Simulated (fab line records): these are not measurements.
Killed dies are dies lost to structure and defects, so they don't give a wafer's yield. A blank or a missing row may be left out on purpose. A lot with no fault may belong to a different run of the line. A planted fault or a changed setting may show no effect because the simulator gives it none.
A lot that was struck, set against a sound lot | flow n5Finfet | 16 out of 1938 route steps
Sound: wafers L611.1, L611.2, L611.3. Struck: wafers L619.1, L619.2. (L619.3 of the same lot was not struck and is left out.) The cause comes at the end.
Order at every step that has rows: each side's tool, ch and its chambers, its first start. Under that, the readings that differ: sound wafers | struck wafers | difference of the means | sigmas: that difference in standard deviations of wafers without a fault.
alike: a reading whose means differ by less than 2 such deviations, as well as words and numbers matching on both sides. not compared: withheld readings; readings where some wafer has no value; bounds like >300 that might hide an equal value; numbers whose values overlap and for which the record gives no deviation.
The two part at a step that has a row with sigmas, a row that says differs or no value, or rows on one side only. Numbers that don't overlap but have no deviation are shown without sigmas and don't part them. A reading missing from all wafers of one side parts the sides only when that side holds two or more wafers.

first, 1 step without rows for these wafers: N5_BEOL_M2_DEVELOP_27 (develop time 30 s).
N5_BEOL_M2_CD_MEAS_28: target cd 26.2 nm, target cd y 24.1 nm.
  sound on cdSem-03 ch 0, day 7 18:10; struck on cdSem-02 ch 0, day 10 04:34
  alike: cdNm
N5_BEOL_M2_OVL_MEAS_29:
  sound on overlay-01 ch 0, day 7 18:12; struck on overlay-01 ch 0, day 10 04:35
  alike: V1_OVL
N5_BEOL_M2_INSPECT_30: inspects for defects (brightfield).
  sound on defectInspect-02, day 7 18:15; struck on defectInspect-02, day 10 04:39
  alike: rawDefectCount
then, 1 step without rows for these wafers: N5_BEOL_M2_DESCUM_33 (chemistry O2, time 7 s).
N5_BEOL_M2_ETCH_77: etches underlayer in N2/H2, target depth 6.5 nm, time 5.2 s.
  sound on rieDiel-03 ch 1,2,3, day 7 18:19; struck on rieDiel-04 ch 2,3, day 10 04:43
  alike: biasW, drypumpMotorCurrentA, etchRfOnTimeS, oesProductAu, rfVppV, showerheadPlenumPTorr, throttleValvePct
  not compared: rfHoursCounterH
N5_BEOL_M2_ETCH_69: etches SiARC in CF4, target depth 15.6 nm, time 26 s.
  sound on rieDiel-03 ch 1,2,3, day 7 18:20; struck on rieDiel-04 ch 2,3, day 10 04:44
  alike: biasW, cf4FlowSccm, drypumpMotorCurrentA, etchRfOnTimeS, oesProductAu, rfVppV, showerheadPlenumPTorr, throttleValvePct
  not compared: rfHoursCounterH
N5_BEOL_M2_ALD_98: deposits SiO2, target thk 2.5 nm, pulse time 1 s, co reactant pulse time 1 s.
  sound on aldSin-02 ch 0,1,2, day 7 18:25; struck on aldSin-02 ch 0,1, day 10 04:53
  alike: heaterPowerW, precursorPulseHeightRel
N5_BEOL_M2_ETCHBACK_99: etches SiO2 in CHF3, target depth 5 nm, time 10.4 s.
  sound on rieDiel-01 ch 0,1,3, day 8 03:13; struck on rieDiel-01 ch 0,1, day 10 10:01
  alike: biasW, drypumpMotorCurrentA, oes_ar_750_au, oesProductAu, rfVppV, showerheadPlenumPTorr, throttleValvePct
  not compared: rfHoursCounterH
N5_BEOL_M2_ETCH_70: etches SOC in N2/H2, target depth 80 nm, overetch 24 nm, time 130 s.
  sound on rieDiel-01 ch 0,1,3, day 8 03:16; struck on rieDiel-01 ch 0,1, day 10 10:03
  alike: biasW, drypumpMotorCurrentA, oesProductAu, rfVppV, showerheadPlenumPTorr, throttleValvePct
  not compared: rfHoursCounterH
then, 2 steps without rows for these wafers: N5_BEOL_M2_STRIP_71 (strips in N2/H2); N5_BEOL_M2_STRIP_78 (strips in N2/H2).
N5_BEOL_M2_VIA_ETCH_34: etches the open film in C4F6/O2, target depth 69.4 nm, time 65.9 s.
  sound on rieDiel-01 ch 0,1,3, day 8 03:22; struck on rieDiel-01 ch 0,1, day 10 10:10
reading                                 | sound             | struck      | difference | sigmas
oesProductAu (a.u.)                     | 0.81 0.90 0.90    | 0.66 0.61   | -0.23      | -3
model.etch.depthNm (nm)                 | 70.06 70.74 70.78 | 44.18 43.78 | -26.55     | 
model.SOC_of_BEOL_M2_COAT_67.thkNm (nm) | 51.6 51.8 51.6    | 54.8 55     | +3.2       | 
  alike: biasW, drypumpMotorCurrentA, oes_ar_750_au, oes_o_777_au, rfVppV, showerheadPlenumPTorr, throttleValvePct
  not compared: rfHoursCounterH
then, 1 step without rows for these wafers: N5_BEOL_M2_STRIP_83 (strips in C4F6/O2).
N5_BEOL_M4_RC_MEAS_101:
  sound on prober-02 ch 0, day 10 06:28; struck on prober-01 ch 0, day 12 06:28
reading       | sound          | struck    | difference | sigmas
DIBL_P (mV/V) | 38.0 38.8 39.1 | 35.0 35.8 | -3.2       | -2
  alike: DIBL_N, IOFF_N, IOFF_P, ION_N, ION_P, SS_N, SS_P, VT_N, VT_P
N5_PASSIVATION_PROBE_49:
  the record holds rows for the sound wafers here (prober-01, day 15 07:31) but none for the struck ones

## WHERE THEY PART
Last at N5_PASSIVATION_PROBE_49 as far as this record goes, first at N5_BEOL_M2_VIA_ETCH_34.

WHY: whatever the simulator had introduced
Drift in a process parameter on rieDiel-01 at N5_BEOL_M2_VIA_ETCH_34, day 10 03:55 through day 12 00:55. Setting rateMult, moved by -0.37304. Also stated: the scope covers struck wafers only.
